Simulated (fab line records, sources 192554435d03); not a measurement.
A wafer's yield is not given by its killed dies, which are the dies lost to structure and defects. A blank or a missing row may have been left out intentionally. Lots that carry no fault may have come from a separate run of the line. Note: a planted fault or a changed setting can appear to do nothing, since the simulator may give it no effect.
fab line records    flow n5-finfet    part 2 of 2: steps 5 to 6 of 6
record lots=19  wafers=57  last-day=17
route steps=1938 shown BEOL_M10@1471 BEOL_M11@1557
lots with no fault: from the same line, run without faults
start-h: the number of hours between the record's first day and the start of the first shown wafer of the lot    wait-h: hours since the lot's step before    " as in the row above    L1.1+2: one row covering several wafers at once    - either no value or no given start    * or withheld: withheld    < > ~ a bound
route shown NAME@n: a module of which the file shows steps, and the number in the route of the first    usual: average and standard deviation across the fault-free wafers    same: alike in all rows    chamber/n: place in a boat    sites: the reading at each site    _std_site: the standard deviation of these    _edge_site: inner sites' mean taken away from outer sites' mean    radius-mm: how far each site lies from the wafer's centre    mask NAME#n: copy n    behind: the tool/chamber that last shaped the wafer    hold: the reason the lot was held/the length of the hold in hours/how it ended    device: whichever transistor did not switch (one of n, p or np)    end of line: tests run on the same wafers once the route is complete    a step without rows: its recipe alone    killed: not the wafer's yield, but the dies lost to structure and defects at the first sort    map: per-die view of a wafer (x killed, . not killed, _ where there is no die)
set.NAME: the setting as run; set.NAME@STEP: as run at that earlier step    model.NAME: the simulator's own value behind a step, which no gauge read
a sample of lots followed through the steps of the route, with each step as a table and each wafer as a row
services: the hour from which a tool's chamber was out of use, counted from the record's first day as start-h (under 0 if before that day), plus the number of hours and why
## steps
# step N5_BEOL_M11_HM_OPEN_17
# recipe chemistry=Cl2/BCl3  target-depth-a=200  overetch-a=60  target=TiN  mask-material=SOC  ion-energy-ev=150  pressure-mtorr=10  icp-w=1000  bias-w=126  Cl2_flow_sccm=53.25  bcl3-flow-sccm=21.75  Ar_flow_sccm=25
# usual chamber-pressure-mTorr=10.000/0.0082  drypump-motor-current-A=5.44/0.13  he-backside-leak-sccm=3.39/0.3  mfc-ar-sccm=24.98/0.075  mfc-cl2-sccm=53.27/0.13  oes-product-au=0.67/0.08  throttle-valve-pct=22.20/0.19
lot.wafer  tool          chamber  start-h  wait-h  chamber-pressure-mTorr  drypump-motor-current-A  he-backside-leak-sccm  mfc-ar-sccm  mfc-cl2-sccm  oes-product-au  rf-hours-counter-h  throttle-valve-pct
L074.1     rie-metal-02  0        230.91   0.0     10.003                  5.28                     3.23                   24.95        53.16         0.85            1                   21.80
L074.2     "             1        "        "       9.995                   5.77                     3.48                   24.95        53.40         0.69            34                  22.34
L074.3     "             0        "        "       9.989                   5.26                     3.20                   25.16        53.19         0.85            -                   21.80
L076.1     rie-metal-01  0        236.64   0.0     10.002                  5.38                     3.24                   24.93        53.16         0.70            30                  22.26
L076.2     "             1        "        "       10.003                  5.40                     3.12                   25.05        53.35         0.60            81                  22.18
L076.4     "             0        "        "       10.003                  5.41                     3.26                   25.05        53.26         0.70            -                   22.27
L077.1     rie-metal-01  0        237.07   0.0     10.004                  5.37                     3.35                   25.03        53.43         0.71            30                  22.26
L077.5     "             0        "        "       10.007                  5.41                     3.29                   24.95        53.33         0.71            -                   22.27
L077.6     "             1        "        "       9.993                   5.41                     3.32                   25.16        53.31         0.60            -                   22.18
L075.1     rie-metal-01  1        240.08   0.0     10.004                  5.42                     3.13                   24.90        53.26         0.59            82                  22.19
L075.2     "             0        "        "       9.998                   5.40                     3.67                   24.94        53.10         0.69            31                  22.28
L075.4     "             0        "        "       10.002                  5.42                     3.44                   24.95        53.16         0.69            -                   22.28
L078.1     rie-metal-02  1        244.27   0.0     9.997                   5.79                     3.53                   24.90        53.53         0.69            36                  22.34
L078.2     "             0        "        "       10.001                  5.33                     3.03                   25.00        53.30         0.83            3                   21.80
L078.3     "             0        "        "       10.012                  5.30                     3.04                   24.81        53.24         0.84            -                   21.79
L079.1     rie-metal-03  1        244.43   0.0     10.008                  5.45                     3.41                   25.08        53.19         0.78            8                   21.98
L079.2     "             0        "        "       9.986                   5.38                     3.29                   25.04        53.14         0.59            71                  22.40
L079.3     "             1        "        "       10.018                  5.43                     4.48                   25.06        53.04         0.77            -                   21.98
L080.2     rie-metal-03  0        267.79   0.0     10.002                  5.42                     3.39                   24.97        53.28         0.59            73                  22.39
L080.5     "             1        "        "       9.998                   5.38                     3.32                   24.98        53.07         0.77            -                   21.98
L080.6     "             0        "        "       10.007                  5.41                     3.24                   24.92        53.42         0.60            -                   22.42
L081.1     rie-metal-03  1        268.29   0.0     10.004                  5.44                     4.06                   24.82        53.29         0.78            10                  21.98
L081.2     "             0        "        "       9.994                   5.38                     3.36                   25.08        53.24         0.60            73                  22.39
L081.6     "             1        "        "       9.995                   5.42                     3.40                   24.92        52.98         0.77            -                   21.98
L083.1     rie-metal-01  0        281.03   0.0     9.980                   5.41                     3.50                   25.10        53.31         0.69            34                  22.26
L083.3     "             1        "        "       10.006                  5.41                     3.15                   24.94        53.25         0.59            -                   22.19
L083.5     "             1        "        "       10.000                  5.41                     2.99                   24.98        53.36         0.59            -                   22.19
L084.1     rie-metal-03  1        284.79   0.1     10.007                  5.42                     3.56                   24.99        53.28         0.75            12                  22.05
L084.3     "             1        "        "       9.992                   5.42                     3.58                   24.98        53.21         0.75            -                   22.02
L084.6     "             1        "        "       10.011                  5.41                     3.53                   24.95        53.04         0.74            -                   22.02
L085.3     rie-metal-03  0        292.35   0.1     10.006                  5.37                     3.31                   24.78        53.32         0.59            -                   22.41
L085.4     "             1        "        "       10.000                  5.42                     3.44                   24.90        53.40         0.75            -                   22.00
L085.5     "             1        "        "       9.983                   5.46                     3.40                   25.02        53.33         0.75            -                   22.02
L086.2     rie-metal-03  0        292.78   0.0     9.997                   5.37                     3.30                   24.90        53.34         0.58            75                  22.42
L086.5     "             1        "        "       10.010                  5.42                     3.63                   24.85        53.30         0.74            -                   22.00
L086.6     "             0        "        "       9.991                   5.38                     3.56                   24.84        53.21         0.58            -                   22.43
L087.3     rie-metal-01  0        300.28   0.1     9.994                   5.43                     3.37                   24.94        53.14         0.68            -                   22.30
L087.5     "             1        "        "       10.003                  5.38                     3.17                   25.03        53.39         0.58            -                   22.20
L087.6     "             0        "        "       9.998                   5.43                     3.25                   25.04        53.03         0.67            -                   22.29
L091.1     rie-metal-03  1        327.47   0.0     10.003                  5.42                     3.45                   24.91        53.50         0.74            15                  22.02
L091.5     "             0        "        "       10.001                  5.38                     3.36                   24.98        53.40         0.58            -                   22.41
L091.6     "             1        "        "       10.003                  5.41                     3.41                   24.97        53.39         0.74            -                   22.02
L092.1     rie-metal-01  1        337.31   0.0     9.998                   5.40                     3.42                   25.05        53.17         0.57            90                  22.21
L092.2     "             0        "        "       9.992                   5.41                     3.25                   24.98        53.02         0.67            39                  22.30
L092.3     "             0        "        "       10.004                  5.43                     3.42                   25.01        53.07         0.68            -                   22.28
L094.2     rie-metal-02  0        341.95   0.0     10.013                  5.29                     3.21                   25.00        53.27         0.78            11                  21.83
L094.4     "             0        "        "       10.000                  5.35                     3.33                   24.82        53.34         0.79            -                   21.82
L094.6     "             1        "        "       10.016                  5.80                     3.33                   24.90        53.23         0.67            -                   22.36
L093.1     rie-metal-03  1        342.25   0.0     9.999                   5.42                     3.54                   24.98        53.33         0.74            18                  22.02
L093.2     "             0        "        "       10.013                  5.39                     3.28                   24.87        53.10         0.57            82                  22.41
L093.4     "             1        "        "       10.004                  5.43                     3.43                   24.95        53.15         0.74            -                   21.99
L095.1     rie-metal-02  1        365.82   0.0     10.004                  5.77                     3.22                   24.87        53.23         0.66            45                  22.37
L095.4     "             0        "        "       9.980                   5.34                     3.20                   24.89        53.24         0.78            -                   21.83
L095.6     "             1        "        "       9.995                   5.80                     3.37                   24.99        53.16         0.66            -                   22.37
L097.3     rie-metal-03  1        366.18   0.1     9.996                   5.42                     3.54                   24.97        53.52         0.72            -                   22.02
L097.4     "             0        "        "       9.988                   5.37                     3.61                   25.00        53.05         0.57            -                   22.43
L097.5     "             0        "        "       9.990                   5.41                     3.50                   25.02        53.13         0.57            -                   22.43
# step N5_BEOL_M11_TRENCH_ETCH_37
# recipe chemistry=C4F6/O2  target-depth-a=1488.3  target=SiCOH_lowk  time-s=48  ion-energy-ev=250  pressure-mtorr=30  source-w=345  bias-w=185  Ar_flow_sccm=300  C4F6_flow_sccm=10  O2_flow_sccm=10
# usual chamber-pressure-mTorr=30.00/0.042  drypump-motor-current-A=5.6/0.45  mfc-ar-sccm=299.9/0.86  oes-product-au=0.80/0.094  rf-vpp-V=664/12  showerhead-plenum-p-Torr=2.86/0.086  throttle-valve-pct=20.88/0.21
lot.wafer  tool         chamber  start-h  wait-h  chamber-pressure-mTorr  drypump-motor-current-A  mfc-ar-sccm  oes-product-au  rf-hours-counter-h  rf-vpp-V  showerhead-plenum-p-Torr  throttle-valve-pct
L074.1     rie-diel-02  1        -        -       29.99                   5.5                      300.4        0.85            51                  674       2.88                      20.62
L074.2     "            2        "        "       29.98                   5.1                      300.1        0.76            178                 649       2.82                      21.01
L074.3     "            0        "        "       29.97                   5.9                      299.0        0.89            46                  679       3.00                      20.41
L076.1     rie-diel-02  3        -        -       30.05                   5.8                      300.0        0.73            191                 679       2.95                      20.98
L076.2     "            1        "        "       29.98                   5.4                      300.2        0.84            53                  676       2.88                      20.62
L076.4     "            0        "        "       30.01                   5.9                      299.9        0.88            48                  678       3.00                      20.43
L077.1     rie-diel-03  3        -        -       29.99                   5.3                      299.3        0.69            212                 662       2.83                      21.01
L077.5     "            0        "        "       30.02                   5.5                      299.3        0.79            -                   653       2.85                      20.77
L077.6     "            2        "        "       29.93                   4.8                      300.1        0.91            -                   655       2.91                      20.87
L075.1     rie-diel-03  2        -        -       30.02                   4.8                      300.1        0.92            25                  655       2.91                      20.87
L075.2     "            3        "        "       29.98                   5.3                      302.4        0.69            213                 663       2.83                      21.00
L075.4     "            1        "        "       30.01                   5.4                      297.7        0.80            122                 661       2.87                      20.85
L078.1     rie-diel-03  1        -        -       29.99                   5.4                      300.4        0.79            123                 660       2.87                      20.85
L078.2     "            3        "        "       29.95                   5.3                      300.3        0.69            215                 662       2.83                      21.01
L078.3     "            0        "        "       30.02                   5.6                      299.8        0.78            116                 654       2.85                      20.76
L079.1     rie-diel-05  2        -        -       30.03                   6.4                      300.0        0.68            238                 676       2.69                      21.21
L079.2     "            3        "        "       30.00                   5.5                      301.1        0.74            185                 650       2.73                      21.13
L079.3     "            1        "        "       30.01                   5.0                      299.0        0.69            229                 659       2.92                      20.82
L080.2     rie-diel-03  3        -        -       30.02                   5.4                      299.7        0.68            226                 662       2.82                      21.02
L080.5     "            3        "        "       29.98                   5.3                      299.7        0.68            -                   662       2.82                      21.02
L080.6     "            0        "        "       29.99                   5.5                      300.6        0.78            -                   654       2.84                      20.78
L081.1     rie-diel-05  0        -        -       30.00                   6.4                      300.3        0.98            6                   666       2.80                      20.98
L081.2     "            3        "        "       30.02                   5.5                      299.3        0.72            197                 649       2.72                      21.15
L081.6     "            0        "        "       30.04                   6.4                      299.8        0.99            -                   667       2.80                      20.99
L083.1     rie-diel-02  3        -        -       29.98                   5.8                      299.3        0.73            198                 677       2.94                      20.99
L083.3     "            1        "        "       29.99                   5.4                      298.9        0.84            57                  675       2.88                      20.63
L083.5     "            2        "        "       30.03                   5.2                      300.5        0.75            -                   647       2.82                      21.03
L084.1     rie-diel-03  2        -        -       29.95                   4.9                      301.3        0.90            38                  656       2.91                      20.90
L084.3     "            1        "        "       29.98                   5.4                      299.8        0.78            141                 661       2.86                      20.88
L084.6     "            2        "        "       30.01                   4.8                      300.7        0.88            -                   654       2.91                      20.89
L086.2     rie-diel-03  0        -        -       29.99                   5.6                      299.1        0.77            137                 653       2.84                      20.79
L086.5     "            1        "        "       29.99                   5.4                      300.1        0.77            -                   659       2.86                      20.89
L086.6     "            0        "        "       30.02                   5.5                      299.6        0.77            -                   654       2.84                      20.80
L085.3     rie-diel-02  1        -        -       30.06                   5.4                      299.4        0.83            62                  676       2.87                      20.64
L085.4     "            0        "        "       30.03                   5.9                      299.7        0.87            -                   677       3.00                      20.43
L085.5     "            1        "        "       29.99                   5.4                      300.6        0.83            -                   674       2.87                      20.65
L087.3     rie-diel-05  1        -        -       30.02                   5.1                      298.7        0.69            246                 658       2.91                      20.85
L087.5     "            0        "        "       30.04                   6.5                      300.1        0.95            -                   666       2.80                      21.00
L087.6     "            1        "        "       29.95                   5.1                      299.6        0.68            -                   659       2.91                      20.86
L091.1     rie-diel-02  1        -        -       30.04                   5.4                      299.2        0.83            69                  675       2.87                      20.66
L091.5     "            3        "        "       30.00                   5.8                      301.0        0.71            -                   678       2.94                      21.01
L091.6     "            0        "        "       30.00                   5.9                      301.0        0.85            -                   677       2.99                      20.45
L092.1     rie-diel-02  2        -        -       29.98                   5.2                      299.2        0.74            204                 649       2.81                      21.04
L092.2     "            3        "        "       29.95                   5.8                      300.0        0.71            213                 680       2.94                      21.01
L092.3     "            1        "        "       29.97                   5.4                      299.9        0.81            72                  674       2.87                      20.66
L094.2     rie-diel-05  2        -        -       30.00                   6.3                      298.7        0.92            15                  688       3.02                      20.88
L094.4     "            0        "        "       30.01                   6.4                      298.9        0.91            32                  668       2.79                      21.02
L094.6     "            3        "        "       29.99                   5.5                      300.3        0.70            -                   649       2.71                      21.19
L093.1     rie-diel-02  3        -        -       30.00                   5.8                      299.0        0.70            214                 678       2.94                      21.00
L093.2     "            0        "        "       30.03                   5.9                      299.4        0.84            74                  677       2.99                      20.44
L093.4     "            2        "        "       30.04                   5.2                      301.0        0.73            204                 647       2.81                      21.04
L095.1     rie-diel-05  0        -        -       29.99                   6.4                      301.0        0.89            40                  666       2.79                      21.03
L095.4     "            0        "        "       29.96                   6.4                      300.6        0.89            -                   666       2.79                      21.04
L095.6     "            2        "        "       30.00                   6.4                      300.4        0.90            -                   686       3.01                      20.89
L097.3     rie-diel-03  1        -        -       29.96                   5.4                      299.6        0.75            171                 658       2.85                      20.93
L097.4     "            2        "        "       29.98                   4.9                      299.2        0.85            67                  654       2.89                      20.94
L097.5     "            2        "        "       30.00                   4.8                      299.3        0.84            -                   655       2.89                      20.95
## services
tool          chamber  start-h  hours  kind
rie-metal-03  -        198.00   1.4    pm
uv-cure-02    -        203.98   4.5    repair
rie-diel-05   0        215.24   3.8    repair
rie-diel-04   1        217.32   5.2    repair
uv-cure-03    -        241.21   7.5    pm
rie-diel-06   1        242.35   55.8   repair
rie-diel-02   -        243.38   28.1   pm
rie-diel-05   -        253.86   0.2    repair
rie-diel-04   0        265.68   8.2    repair
uv-cure-01    -        271.31   6.6    repair
rie-diel-06   2        272.24   7.4    repair
uv-cure-01    -        287.85   6.0    pm
rie-diel-02   3        290.29   7.6    repair
rie-diel-02   1        297.44   11.5   repair
rie-diel-06   1        298.26   -      clean
uv-cure-02    -        301.07   24.9   pm
rie-diel-04   2        302.97   9.8    repair
rie-metal-02  -        312.15   1.4    pm
rie-diel-03   0        312.23   12.7   repair
rie-metal-03  1        318.88   3.7    repair
uv-cure-02    -        342.38   0.3    repair
uv-cure-03    -        357.34   1.4    repair
rie-diel-04   3        365.39   33.5   repair
rie-diel-05   1        367.43   4.6    repair
